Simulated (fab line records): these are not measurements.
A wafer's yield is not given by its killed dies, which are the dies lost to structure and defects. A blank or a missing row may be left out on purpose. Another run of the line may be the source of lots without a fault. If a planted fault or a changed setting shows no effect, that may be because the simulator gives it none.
What tool caused it? -- flow nand_harc -- 10 lots with 30 wafers sampled at 6 steps, on a route of 1302 steps

WHAT THE GAUGES READ, wafer by wafer
NHARC_A_CONTACT_OVL_MEAS_43.
lot,measured,on,overlay_x_nm (nm)
L075,day 21 23:15,overlay-01,0.3 0.0 -0.2
L078,day 22 07:57,overlay-02,-0.3 -0.4 -0.5
L079,day 22 15:17,overlay-02,-0.1 0.5 0.0
L083,day 24 13:07,overlay-02,-0.3 -0.4 -0.4
L085,day 25 10:14,overlay-01,0.3 0.1 0.6
L087,day 26 10:29,overlay-01,-1.4 -0.9 -0.4
L091,day 27 14:41,overlay-02,0.6 0.6 1.0
L092,day 28 13:55,overlay-02,-0.8 -1.2 -0.7
L095,day 29 15:31,overlay-01,0.2 0.6 0.8
L097,day 31 10:25,overlay-02,1.2 0.6 0.5

WHICH TOOL RAN EACH LOT (tool, then ch and the chambers of the sampled wafers, then the start)
lot,NHARC_A_SGD_CUT_DESCUM_14,NHARC_A_SGD_CUT_ETCHBACK_24,NHARC_A_SLIT_ETCH_15,NHARC_A_SLIT_ETCH_29,NHARC_A_WL_FILL_ETCHBACK_16
L075,"rie_diel-13 ch 1,2, day 19 14:56","rie_diel-09 ch 1,2, day 19 21:19","rie_diel-06 ch 1,2,3, day 20 11:17 or earlier","rie_diel-06 ch 2,3, day 20 11:17","rie_diel-02 ch 0,1,2, day 21 23:15 or earlier"
L078,"rie_diel-13 ch 0,1,2, day 20 06:54","rie_diel-13 ch 1,2, day 20 13:10","rie_diel-11 ch 0,2, day 21 00:54 or earlier","rie_diel-07 ch 0,1,2, day 21 00:54","rie_diel-03 ch 1,2,3, day 22 07:57 or earlier"
L079,"rie_diel-12 ch 0,1, day 20 13:04","rie_diel-13 ch 0,2,3, day 20 16:27","rie_diel-11 ch 1,3, day 21 05:15 or earlier","rie_diel-07 ch 0,1,2, day 21 05:15","rie_diel-02 ch 1,2, day 22 15:17 or earlier"
L083,"rie_diel-12 ch 0,1,2, day 22 12:44","rie_diel-09 ch 1,2,3, day 22 19:20","rie_diel-06 ch 1,2,3, day 23 06:19 or earlier","rie_diel-06 ch 0,1,3, day 23 06:19","rie_diel-03 ch 1,2,3, day 24 13:07 or earlier"
L085,"rie_diel-13 ch 0,2,3, day 23 09:56","rie_diel-13 ch 0,1,2, day 23 16:10","rie_diel-06 ch 0,1, day 24 03:26 or earlier","rie_diel-11 ch 0,3, day 24 03:26","rie_diel-03 ch 0,1,2, day 25 10:14 or earlier"
L087,"rie_diel-12 ch 1,2,3, day 24 03:10","rie_diel-09 ch 0,1, day 24 12:36","rie_diel-07 ch 0,1,2, day 25 01:26 or earlier","rie_diel-11 ch 0,1, day 25 01:26","rie_diel-04 ch 1,2,3, day 26 10:29 or earlier"
L091,"rie_diel-13 ch 0,1,3, day 25 13:35","rie_diel-13 ch 0,1,3, day 25 21:32","rie_diel-11 ch 2,3, day 26 08:31 or earlier","rie_diel-07 ch 0,2, day 26 08:31","rie_diel-03 ch 1,2,3, day 27 14:41 or earlier"
L092,"rie_diel-09 ch 1,2,3, day 26 06:56","rie_diel-12 ch 0,1,3, day 26 13:25","rie_diel-06 ch 0,2,3, day 27 05:23 or earlier","rie_diel-07 ch 0,1,2, day 27 05:23","rie_diel-02 ch 0,1,3, day 28 13:55 or earlier"
L095,"rie_diel-12 ch 0,1,2, day 27 07:58","rie_diel-13 ch 0,2,3, day 27 14:16","rie_diel-11 ch 0,1,3, day 28 05:16 or earlier","rie_diel-11 ch 0,1,2, day 28 05:16","rie_diel-04 ch 1,2, day 29 15:31 or earlier"
L097,"rie_diel-12 ch 0,1,3, day 29 02:50","rie_diel-12 ch 0,2,3, day 29 12:10","rie_diel-07 ch 1,2,3, day 30 01:22 or earlier","rie_diel-11 ch 1,2,3, day 30 01:22","rie_diel-02 ch 0,2,3, day 31 10:25 or earlier"
- NHARC_A_SGD_CUT_DESCUM_14: chemistry O2, time 3 s.
- NHARC_A_SGD_CUT_ETCHBACK_24: etches the open film in CH3F/O2, target depth 50 nm, time 92.857 s.
- NHARC_A_SLIT_ETCH_15: etches the open film in O2/COS, target depth 6200 nm, time 1612 s.
- NHARC_A_SLIT_ETCH_29: etches the open film in CF4/O2, target depth 100 nm, overetch 10 nm, time 55 s.
- NHARC_A_WL_FILL_ETCHBACK_16: etches the open film in C4F8/O2/Ar, target depth 120 nm, time 24 s.

THE ANSWER, worked out from the rows above alone
Rule: usual is defined by the lots themselves. Put in order of their means at a reading, lots are off if they are a third of the lots or fewer, leave a main group of 4 or more, and stand apart from it by a gap of 3 or more times the standard deviation of the main group's means; of several such gaps the widest counts. If all means in a main group match to the digits the tables above print for the reading, that group is not used. A lot without any number at a reading at which 4 lots or more have one is off too. Any other lot the step has rows for is counted as sound.
No lot is off at any reading shown: from this, nothing can be told.

WHAT THE SIMULATOR HAD PUT IN
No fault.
